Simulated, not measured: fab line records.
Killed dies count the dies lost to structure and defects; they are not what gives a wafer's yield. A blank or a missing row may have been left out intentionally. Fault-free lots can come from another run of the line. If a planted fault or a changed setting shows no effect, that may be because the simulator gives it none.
Matching of chambers    flow n5_finfet    rie_diel-05 running N5_HKMG_FIN_STRIP_92: 4 sister chambers
The step strips SOC in N2/H2, time 20 s. 18 wafers are shown with their chamber, then 9 later ones without.

== WAFERS PAIRED WITH THEIR CHAMBERS ==
wafer   chamber  drypump_motor_current_A (A)  showerhead_plenum_p_Torr (Torr)  throttle_valve_pct (%)
L074.2  0        5.6                          3.44                             19.2
L074.5  3        6.3                          3.19                             19.1
L074.6  0        5.6                          3.44                             19.2
L077.1  1        6.5                          3.36                             18.5
L077.2  2        5.6                          3.49                             19.4
L077.5  2        5.6                          3.49                             19.4
L079.2  0        5.6                          3.44                             19.2
L079.3  2        5.6                          3.48                             19.4
L079.4  3        6.2                          3.19                             19.1
L085.1  2        5.6                          3.48                             19.4
L085.3  3        6.2                          3.18                             19.2
L085.6  1        6.5                          3.35                             18.5
L086.3  3        6.2                          3.18                             19.2
L086.4  0        5.6                          3.43                             19.3
L086.5  0        5.6                          3.43                             19.3
L089.1  1        6.5                          3.35                             18.5
L089.3  3        6.2                          3.18                             19.2
L089.5  2        5.6                          3.48                             19.4

SIGNATURES (averages over the wafers above)
reading                   chamber 0  chamber 1  chamber 2  chamber 3  scatter within a chamber
drypump_motor_current_A   5.600      6.500      5.600      6.220      0.0239
showerhead_plenum_p_Torr  3.4360     3.3533     3.4840     3.1840     0.00552
throttle_valve_pct        19.240     18.500     19.400     19.160     0.0414
Rule: distance of a wafer from a chamber = root of the sum over the readings of ((wafer's reading minus chamber's mean) / reading's scatter) squared. If the next closest chamber is less than 2 further off than the closest, the wafer can't be placed; otherwise it belongs to the closest. The scatter: take each reading less its chamber's mean, square it, sum over the shown wafers, divide by the number of wafers less the number of chambers, and take the root.

== WAFERS MISSING THEIR CHAMBER ==
wafer   drypump_motor_current_A (A)  showerhead_plenum_p_Torr (Torr)  throttle_valve_pct (%)
L090.2  5.6                          3.47                             19.5
L090.4  6.5                          3.35                             18.5
L090.6  6.5                          3.35                             18.5
L094.2  5.6                          3.47                             19.5
L094.4  5.6                          3.42                             19.3
L094.6  6.5                          3.34                             18.5
L097.4  5.6                          3.47                             19.5
L097.5  6.2                          3.17                             19.2
L097.6  6.5                          3.34                             18.6

== CHAMBER TAKEN BY EACH ==
wafer   from the rows above  in truth
L090.2  2                    2
L090.4  1                    1
L090.6  1                    1
L094.2  2                    2
L094.4  0                    0
L094.6  1                    1
L097.4  2                    2
L097.5  3                    3
L097.6  1                    1
Correct placement for 9 of the 9. Number that these rows cannot place: 0. 0 placed wrongly.
